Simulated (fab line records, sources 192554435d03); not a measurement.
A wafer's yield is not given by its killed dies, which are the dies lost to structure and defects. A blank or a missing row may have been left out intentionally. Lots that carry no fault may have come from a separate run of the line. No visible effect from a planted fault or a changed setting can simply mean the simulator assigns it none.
fab line records + flow n5_finfet
record
- lots=7
- wafers=21
route steps=1938 shown BEOL_M14@1723 BEOL_M15@1779 TV_LITHO@1880 TV_OPEN@1888
start_h: the number of hours between the record's first day and the start of the first shown wafer of the lot + wait_h: how many hours have passed since the lot's step before this one + " unchanged from the row above + L1.1+2: several wafers, shown together as one row + - value missing, or start not given + * or withheld: withheld + < > ~ a bound
route shown NAME@n: a module of which the file shows steps, and the number in the route of the first + usual: mean/standard deviation of fault-free wafers + same: alike in all rows + chamber/n: place in a boat + sites: each site's reading + _std_site: the values' standard deviation + _edge_site: the outer-site mean with the inner-site mean subtracted + radius_mm: how far each site lies from the wafer's centre + mask NAME#n: copy n + behind: the last tool/chamber to shape the wafer + hold: reason for holding the lot/hours on hold/outcome of the hold + device: the n, p or np transistor that did not switch + end of line: tests of these same wafers at the route's end + where a step has no rows: the recipe by itself + killed: dies lost to structure and defects at the first sort, not the wafer's yield + map: dies across one wafer; x = killed, . = not, _ = none there
set.NAME: the setting the step ran with; set.NAME@STEP: the setting that earlier step ran with + model.NAME: the simulator's own value behind a step, which no gauge read
lots run with intentionally changed settings; tables by step, rows by wafer
## steps
# step N5_BEOL_M14_PEB_08
# recipe
- peb_temp_c=130
- peb_time_s=90
| lot.wafer  | tool           | chamber | start_h | wait_h | set.peb_temp_c |
|------------|----------------|---------|---------|--------|----------------|
| L078.1+4   | litho_track-02 | 0       | 269.26  | 0.1    | 130            |
| L078.5     | "              | 0       | "       | "      | 133.5          |
| L081.4     | litho_track-02 | 0       | 278.86  | 0.0    | 133.1          |
| L081.5+6   | "              | 0       | "       | "      | 130            |
| L082.1+2+6 | litho_track-02 | 0       | 284.66  | 0.1    | 130            |
| L085.2+5   | litho_track-01 | 0       | 301.93  | 0.0    | 130            |
| L085.6     | "              | 0       | "       | "      | 132.7          |
| L090.1+3   | litho_track-05 | 0       | 329.38  | 0.1    | 130            |
| L090.5     | "              | 0       | "       | "      | 132.5          |
| L091.3+6   | litho_track-05 | 0       | 347.78  | 0.0    | 130            |
| L091.4     | "              | 0       | "       | "      | 127.4          |
| L094.1+4   | litho_track-05 | 0       | 367.11  | 0.1    | 130            |
| L094.2     | "              | 0       | "       | "      | 131.3          |
# step N5_BEOL_M14_DEVELOP_09
# recipe
- develop_time_s=45
- rinse_liquid=diw
- dry=air_spin
- dev_temp_c=21
# step N5_BEOL_M14_HARDBAKE_14
# recipe
- temp_c=130
- time_s=120
# step N5_BEOL_M14_CD_MEAS_10
# recipe
- target_cd_nm=250
- landing_energy_ev=500
- detector=se_inlens
- polarity=opening
# usual
- cd_nm=251.0/1.5
| lot.wafer | tool      | chamber | start_h | wait_h | set.peb_temp_c@BEOL_M14_PEB_08 | cd_nm |
|-----------|-----------|---------|---------|--------|--------------------------------|-------|
| L078.1    | cd_sem-03 | 0       | 269.37  | -      | 130                            | 251.1 |
| L078.4    | "         | 0       | "       | "      | 130                            | 252.3 |
| L078.5    | "         | 0       | "       | "      | 133.5                          | 273.8 |
| L081.4    | cd_sem-02 | 0       | 278.98  | -      | 133.1                          | 262.8 |
| L081.5    | "         | 0       | "       | "      | 130                            | 245.4 |
| L081.6    | "         | 0       | "       | "      | 130                            | 247.8 |
| L082.1    | cd_sem-01 | 0       | 284.77  | -      | 130                            | 250.4 |
| L082.2    | "         | 0       | "       | "      | 130                            | 252.0 |
| L082.6    | "         | 0       | "       | "      | 130                            | 251.0 |
| L085.2    | cd_sem-01 | 0       | 302.04  | -      | 130                            | 243.3 |
| L085.5    | "         | 0       | "       | "      | 130                            | 252.2 |
| L085.6    | "         | 0       | "       | "      | 132.7                          | 254.7 |
| L090.1    | cd_sem-01 | 0       | 329.50  | -      | 130                            | 253.1 |
| L090.3    | "         | 0       | "       | "      | 130                            | 252.9 |
| L090.5    | "         | 0       | "       | "      | 132.5                          | 261.7 |
| L091.3    | cd_sem-02 | 0       | 347.90  | -      | 130                            | 249.5 |
| L091.4    | "         | 0       | "       | "      | 127.4                          | 235.2 |
| L091.6    | "         | 0       | "       | "      | 130                            | 252.3 |
| L094.1    | cd_sem-03 | 0       | 367.22  | -      | 130                            | 251.1 |
| L094.2    | "         | 0       | "       | "      | 131.3                          | 255.3 |
| L094.4    | "         | 0       | "       | "      | 130                            | 248.5 |
# step N5_BEOL_M14_STRIP_71
# recipe
- chemistry=post_etch_residue_remover
- time_s=60
- temp_c=25
- remover_ph=withheld
- remover_water_wt_pct=withheld
- remover_fluoride_wt_pct=withheld
# step N5_BEOL_M14_SRD_72
# recipe
- time_s=30
- temp_c=23
- rinse_liquid=diw
- dry=n2_spin
- spin_rpm=1500
- dry_time_s=30
# step N5_BEOL_M14_CD_MEAS_17
# recipe
- target_cd_nm=250
- polarity=opening
# usual
- cd_nm=251.8/1.7
| lot.wafer | tool      | chamber | start_h | wait_h | set.peb_temp_c@BEOL_M14_PEB_08 | cd_nm |
|-----------|-----------|---------|---------|--------|--------------------------------|-------|
| L078.1    | cd_sem-03 | -       | 269.89  | 0.0    | 130                            | 252.4 |
| L078.4    | "         | -       | "       | "      | 130                            | 252.3 |
| L078.5    | "         | -       | "       | "      | 133.5                          | 274.7 |
| L081.4    | cd_sem-02 | -       | 279.51  | 0.0    | 133.1                          | 264.2 |
| L081.5    | "         | -       | "       | "      | 130                            | 246.1 |
| L081.6    | "         | -       | "       | "      | 130                            | 248.6 |
| L082.1    | cd_sem-03 | -       | 285.64  | 0.0    | 130                            | 252.9 |
| L082.2    | "         | -       | "       | "      | 130                            | 253.4 |
| L082.6    | "         | -       | "       | "      | 130                            | 253.3 |
| L085.2    | cd_sem-03 | -       | 302.57  | 0.0    | 130                            | 243.4 |
| L085.5    | "         | -       | "       | "      | 130                            | 252.9 |
| L085.6    | "         | -       | "       | "      | 132.7                          | 255.3 |
| L090.1    | cd_sem-01 | -       | 330.14  | 0.0    | 130                            | 252.4 |
| L090.3    | "         | -       | "       | "      | 130                            | 252.1 |
| L090.5    | "         | -       | "       | "      | 132.5                          | 262.0 |
| L091.3    | cd_sem-02 | -       | 348.42  | 0.0    | 130                            | 251.8 |
| L091.4    | "         | -       | "       | "      | 127.4                          | 236.7 |
| L091.6    | "         | -       | "       | "      | 130                            | 254.8 |
| L094.1    | cd_sem-01 | -       | 368.10  | 0.0    | 130                            | 251.2 |
| L094.2    | "         | -       | "       | "      | 131.3                          | 256.8 |
| L094.4    | "         | -       | "       | "      | 130                            | 248.0 |
# step N5_BEOL_M15_EXPOSE_07
# recipe
- mask_id=V14
- na=0.8
- source_shape=annular
- sigma_inner=0.5
- sigma_outer=0.8
- polarization=unpolarized
- attpsm_phase_deg=180
- dose_mj=41.25
| lot.wafer  | tool           | chamber | start_h | wait_h | mask  | set.dose_mj |
|------------|----------------|---------|---------|--------|-------|-------------|
| L078.1+4   | krf_scanner-01 | 0       | 274.41  | -      | V14#0 | 41.25       |
| L078.5     | "              | 0       | "       | "      | V14#0 | 39.74       |
| L081.4+5   | krf_scanner-02 | 0       | 284.73  | -      | V14#0 | 41.25       |
| L081.6     | "              | 0       | "       | "      | V14#0 | 42.46       |
| L082.1+2+6 | krf_scanner-01 | 0       | 290.47  | -      | V14#0 | 41.25       |
| L085.2+5   | krf_scanner-01 | 0       | 306.84  | -      | V14#0 | 39.54       |
| L085.6     | "              | 0       | "       | "      | V14#0 | 41.25       |
| L090.1+3+5 | krf_scanner-02 | 0       | 334.12  | -      | V14#0 | 41.25       |
| L091.3     | krf_scanner-01 | 0       | 354.35  | -      | V14#0 | 41.25       |
| L091.4+6   | "              | 0       | "       | "      | V14#0 | 44.3        |
| L094.1     | krf_scanner-01 | 0       | 372.78  | -      | V14#0 | 41.25       |
| L094.2+4   | "              | 0       | "       | "      | V14#0 | 39.64       |
# step N5_BEOL_M15_PEB_08
# recipe
- peb_temp_c=130
- peb_time_s=90
# step N5_BEOL_M15_DEVELOP_09
# recipe
- develop_time_s=45
- rinse_liquid=diw
- dry=air_spin
- dev_temp_c=21
# step N5_BEOL_M15_HARDBAKE_14
# recipe
- temp_c=130
- time_s=120
# step N5_BEOL_M15_CD_MEAS_10
# recipe
- target_cd_nm=360
- landing_energy_ev=500
- detector=se_inlens
- polarity=opening
# usual
- cd_nm=359.5/1.7
| lot.wafer | tool      | chamber | start_h | wait_h | set.dose_mj@BEOL_M15_EXPOSE_07 | cd_nm |
|-----------|-----------|---------|---------|--------|--------------------------------|-------|
| L078.1    | cd_sem-02 | 0       | 274.58  | -      | 41.25                          | 362.0 |
| L078.4    | "         | 0       | "       | "      | 41.25                          | 364.1 |
| L078.5    | "         | 0       | "       | "      | 39.74                          | 354.5 |
| L081.4    | cd_sem-01 | 0       | 284.89  | -      | 41.25                          | 359.7 |
| L081.5    | "         | 0       | "       | "      | 41.25                          | 356.1 |
| L081.6    | "         | 0       | "       | "      | 42.46                          | 365.1 |
| L082.1    | cd_sem-02 | 0       | 290.64  | -      | 41.25                          | 362.3 |
| L082.2    | "         | 0       | "       | "      | 41.25                          | 361.1 |
| L082.6    | "         | 0       | "       | "      | 41.25                          | 362.0 |
| L085.2    | cd_sem-03 | 0       | 307.01  | -      | 39.54                          | 352.8 |
| L085.5    | "         | 0       | "       | "      | 39.54                          | 350.8 |
| L085.6    | "         | 0       | "       | "      | 41.25                          | 360.1 |
| L090.1    | cd_sem-02 | 0       | 334.29  | -      | 41.25                          | 358.2 |
| L090.3    | "         | 0       | "       | "      | 41.25                          | 357.4 |
| L090.5    | "         | 0       | "       | "      | 41.25                          | 359.9 |
| L091.3    | cd_sem-02 | 0       | 354.52  | -      | 41.25                          | 360.4 |
| L091.4    | "         | 0       | "       | "      | 44.3                           | 374.5 |
| L091.6    | "         | 0       | "       | "      | 44.3                           | 373.8 |
| L094.1    | cd_sem-03 | 0       | 372.95  | -      | 41.25                          | 360.0 |
| L094.2    | "         | 0       | "       | "      | 39.64                          | 352.3 |
| L094.4    | "         | 0       | "       | "      | 39.64                          | 353.9 |
# step N5_BEOL_M15_STRIP_65
# recipe
- chemistry=post_etch_residue_remover
- time_s=60
- temp_c=25
- remover_ph=withheld
- remover_water_wt_pct=withheld
- remover_fluoride_wt_pct=withheld
# step N5_BEOL_M15_SRD_66
# recipe
- time_s=30
- temp_c=23
- rinse_liquid=diw
- dry=n2_spin
- spin_rpm=1500
- dry_time_s=30
# step N5_BEOL_M15_CD_MEAS_17
# recipe
- target_cd_nm=360
- polarity=opening
# usual
- cd_nm=361.0/1.9
| lot.wafer | tool      | chamber | start_h | wait_h | set.dose_mj@BEOL_M15_EXPOSE_07 | cd_nm |
|-----------|-----------|---------|---------|--------|--------------------------------|-------|
| L078.1    | cd_sem-01 | -       | 275.23  | 0.0    | 41.25                          | 363.3 |
| L078.4    | "         | -       | "       | "      | 41.25                          | 367.1 |
| L078.5    | "         | -       | "       | "      | 39.74                          | 357.9 |
| L081.4    | cd_sem-02 | -       | 285.63  | 0.0    | 41.25                          | 362.6 |
| L081.5    | "         | -       | "       | "      | 41.25                          | 360.6 |
| L081.6    | "         | -       | "       | "      | 42.46                          | 368.1 |
| L082.1    | cd_sem-02 | -       | 291.23  | 0.0    | 41.25                          | 363.2 |
| L082.2    | "         | -       | "       | "      | 41.25                          | 363.1 |
| L082.6    | "         | -       | "       | "      | 41.25                          | 363.9 |
| L085.2    | cd_sem-03 | -       | 307.60  | 0.0    | 39.54                          | 355.3 |
| L085.5    | "         | -       | "       | "      | 39.54                          | 353.5 |
| L085.6    | "         | -       | "       | "      | 41.25                          | 363.4 |
| L090.1    | cd_sem-02 | -       | 334.88  | 0.0    | 41.25                          | 360.9 |
| L090.3    | "         | -       | "       | "      | 41.25                          | 358.6 |
| L090.5    | "         | -       | "       | "      | 41.25                          | 361.4 |
| L091.3    | cd_sem-03 | -       | 355.23  | 0.0    | 41.25                          | 361.7 |
| L091.4    | "         | -       | "       | "      | 44.3                           | 375.1 |
| L091.6    | "         | -       | "       | "      | 44.3                           | 375.9 |
| L094.1    | cd_sem-03 | -       | 373.53  | 0.0    | 41.25                          | 360.1 |
| L094.2    | "         | -       | "       | "      | 39.64                          | 354.4 |
| L094.4    | "         | -       | "       | "      | 39.64                          | 353.4 |
# step N5_BEOL_M15_DEP_53
# recipe
- material=SiCN
- target_thk_a=500
- temp_c=withheld
- precursor=3MS/NH3
- pressure_torr=3
- rf_w=675
- time_s=17.8
| lot.wafer | tool     | chamber | start_h | wait_h | set.time_s | model.SiCN_of_BEOL_M15_DEP_53.thk_nm |
|-----------|----------|---------|---------|--------|------------|--------------------------------------|
| L078.1    | pecvd-04 | 2       | 278.92  | 0.0    | 17.8       | 49.8                                 |
| L078.4    | "        | 0       | "       | "      | 15.27      | 43.4                                 |
| L078.5    | "        | 2       | "       | "      | 15.27      | 43.6                                 |
| L081.4    | pecvd-04 | 2       | 290.61  | 0.0    | 17.8       | 50.6                                 |
| L081.5    | "        | 0       | "       | "      | 17.8       | 49.6                                 |
| L081.6    | "        | 1       | "       | "      | 19.63      | 55.6                                 |
| L082.1+6  | pecvd-04 | 0,1     | 296.18  | 0.0    | 17.8       | 49.8                                 |
| L082.2    | "        | 2       | "       | "      | 17.8       | 49.6                                 |
| L085.2    | pecvd-03 | 2       | 315.06  | 0.0    | 17.8       | 49.6                                 |
| L085.5    | "        | 1       | "       | "      | 20.1       | 57.2                                 |
| L085.6    | "        | 2       | "       | "      | 17.8       | 50.8                                 |
| L090.1    | pecvd-03 | 0       | 339.71  | 0.0    | 19.36      | 54.2                                 |
| L090.3    | "        | 2       | "       | "      | 17.8       | 49.6                                 |
| L090.5    | "        | 1       | "       | "      | 17.8       | 50.2                                 |
| L091.3    | pecvd-01 | 1       | 359.95  | 0.0    | 16.46      | 46.4                                 |
| L091.4    | "        | 2       | "       | "      | 17.8       | 50                                   |
| L091.6    | "        | 0       | "       | "      | 16.46      | 46.6                                 |
| L094.1    | pecvd-04 | 2       | 377.36  | 0.0    | 17.8       | 49.6                                 |
| L094.2    | "        | 0       | "       | "      | 16.27      | 45.8                                 |
| L094.4    | "        | 1       | "       | "      | 16.27      | 47.2                                 |
# step N5_PASSIVATION_PEB_08
# recipe
- peb_temp_c=withheld
- peb_time_s=*
| lot.wafer  | tool           | chamber | start_h | wait_h | set.peb_time_s |
|------------|----------------|---------|---------|--------|----------------|
| L078.1+4   | litho_track-03 | 0       | 285.35  | 0.1    | *              |
| L078.5     | "              | 0       | "       | "      | *              |
| L081.4+5   | litho_track-04 | 0       | 298.90  | 0.0    | *              |
| L081.6     | "              | 0       | "       | "      | *              |
| L082.1+2+6 | litho_track-04 | 0       | 302.81  | 0.1    | *              |
| L085.2     | litho_track-04 | 0       | 322.24  | 0.0    | *              |
| L085.5+6   | "              | 0       | "       | "      | *              |
| L090.1     | litho_track-04 | 0       | 353.87  | 0.1    | *              |
| L090.3+5   | "              | 0       | "       | "      | *              |
| L091.3     | litho_track-03 | 0       | 367.05  | 0.0    | *              |
| L091.4+6   | "              | 0       | "       | "      | *              |
| L094.1+4   | litho_track-05 | 0       | 384.54  | 0.1    | *              |
| L094.2     | "              | 0       | "       | "      | *              |
# step N5_PASSIVATION_DEVELOP_09
# recipe
- develop_time_s=60
- rinse_liquid=diw
- dry=air_spin
- dev_temp_c=21
# step N5_PASSIVATION_HARDBAKE_11
# recipe
- temp_c=130
- time_s=120
# step N5_PASSIVATION_CD_MEAS_10
# recipe
- target_cd_nm=3000
- landing_energy_ev=500
- detector=se_inlens
# usual
- cd_nm=3000/3.1
| lot.wafer | tool      | chamber | start_h | wait_h | set.peb_time_s@PASSIVATION_PEB_08 | cd_nm |
|-----------|-----------|---------|---------|--------|-----------------------------------|-------|
| L078.1    | cd_sem-02 | 0       | 285.46  | -      | *                                 | 3005  |
| L078.4    | "         | 0       | "       | "      | *                                 | 3003  |
| L078.5    | "         | 0       | "       | "      | *                                 | 2998  |
| L081.4    | cd_sem-02 | 0       | 299.02  | -      | *                                 | 3001  |
| L081.5    | "         | 0       | "       | "      | *                                 | 3004  |
| L081.6    | "         | 0       | "       | "      | *                                 | 3009  |
| L082.1    | cd_sem-02 | 0       | 302.93  | -      | *                                 | 3008  |
| L082.2    | "         | 0       | "       | "      | *                                 | 3006  |
| L082.6    | "         | 0       | "       | "      | *                                 | 3007  |
| L085.2    | cd_sem-03 | 0       | 322.36  | -      | *                                 | 3003  |
| L085.5    | "         | 0       | "       | "      | *                                 | 2992  |
| L085.6    | "         | 0       | "       | "      | *                                 | 2992  |
| L090.1    | cd_sem-02 | 0       | 353.99  | -      | *                                 | 3006  |
| L090.3    | "         | 0       | "       | "      | *                                 | 2997  |
| L090.5    | "         | 0       | "       | "      | *                                 | 3000  |
| L091.3    | cd_sem-03 | 0       | 367.17  | -      | *                                 | 3001  |
| L091.4    | "         | 0       | "       | "      | *                                 | 3002  |
| L091.6    | "         | 0       | "       | "      | *                                 | 3001  |
| L094.1    | cd_sem-03 | 0       | 384.66  | -      | *                                 | 2997  |
| L094.2    | "         | 0       | "       | "      | *                                 | 3001  |
| L094.4    | "         | 0       | "       | "      | *                                 | 2995  |
# step N5_PASSIVATION_VIA_ETCH_13
# recipe
- chemistry=CHF3/O2
- target=SiO2
- target_depth_a=6600
- CHF3_flow_sccm=50
- O2_flow_sccm=5
- Ar_flow_sccm=200
- time_s=330
- mask_material=PR
- pressure_mtorr=30
- source_w=650
- bias_w=170
- ion_energy_ev=200
- ends=cleared
# usual
- rf_vpp_V=522/8.9
| lot.wafer | tool        | chamber | start_h | wait_h | set.source_w | rf_vpp_V |
|-----------|-------------|---------|---------|--------|--------------|----------|
| L078.1    | rie_diel-03 | 3       | 286.13  | 0.0    | 555.3        | 570      |
| L078.4    | "           | 2       | "       | "      | 650          | 516      |
| L078.5    | "           | 1       | "       | "      | 555.3        | 562      |
| L081.4    | rie_diel-03 | 0       | 299.26  | 0.0    | 650          | 523      |
| L081.5    | "           | 3       | "       | "      | 734.4        | 497      |
| L081.6    | "           | 2       | "       | "      | 734.4        | 486      |
| L082.1    | rie_diel-01 | 0       | 303.17  | 0.0    | 650          | 510      |
| L082.2    | "           | 3       | "       | "      | 650          | 539      |
| L082.6    | "           | 3       | "       | "      | 650          | 539      |
| L085.2    | rie_diel-06 | 0       | 323.28  | 0.0    | 751.2        | 475      |
| L085.5    | "           | 2       | "       | "      | 650          | 517      |
| L085.6    | "           | 1       | "       | "      | 751.2        | 489      |
| L090.1    | rie_diel-01 | 3       | 354.23  | 0.0    | 557.1        | 581      |
| L090.3    | "           | 1       | "       | "      | 650          | 524      |
| L090.5    | "           | 2       | "       | "      | 557.1        | 564      |
| L091.3    | rie_diel-01 | 3       | 367.67  | 0.0    | 650          | 538      |
| L091.4    | "           | 1       | "       | "      | 650          | 523      |
| L091.6    | "           | 2       | "       | "      | 577.9        | 554      |
| L094.1    | rie_diel-01 | 3       | 385.44  | 0.0    | 599.4        | 561      |
| L094.2    | "           | 2       | "       | "      | 599.4        | 544      |
| L094.4    | "           | 3       | "       | "      | 599.4        | 561      |
## key
split
- step=N5_BEOL_M14_PEB_08
- setting=peb_temp_c
- stated=130
- by=wafer
response
- step=N5_BEOL_M14_CD_MEAS_10
- reading=cd_nm
- change=+6.41
- per=1%
- r=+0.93
response
- step=N5_BEOL_M14_CD_MEAS_17
- reading=cd_nm
- change=+6.72
- per=1%
- r=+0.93
split
- step=N5_BEOL_M15_EXPOSE_07
- setting=dose_mj
- stated=41.25
- by=wafer
response
- step=N5_BEOL_M15_CD_MEAS_10
- reading=cd_nm
- change=+1.98
- per=1%
- r=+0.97
response
- step=N5_BEOL_M15_CD_MEAS_17
- reading=cd_nm
- change=+1.92
- per=1%
- r=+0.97
split
- step=N5_BEOL_M15_DEP_53
- setting=time_s
- stated=17.8
- by=wafer
response
- step=N5_BEOL_M15_DEP_53
- reading=model.SiCN_of_BEOL_M15_DEP_53.thk_nm
- change=+0.48
- per=1%
- r=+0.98
split
- step=N5_PASSIVATION_PEB_08
- setting=peb_time_s
- stated=*
- by=wafer
response
- step=N5_PASSIVATION_CD_MEAS_10
- reading=cd_nm
- change=+0.417
- per=1%
- r=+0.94
split
- step=N5_PASSIVATION_VIA_ETCH_13
- setting=source_w
- stated=650
- by=wafer
response
- step=N5_PASSIVATION_VIA_ETCH_13
- reading=rf_vpp_V
- change=-2.79
- per=1%
- r=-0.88
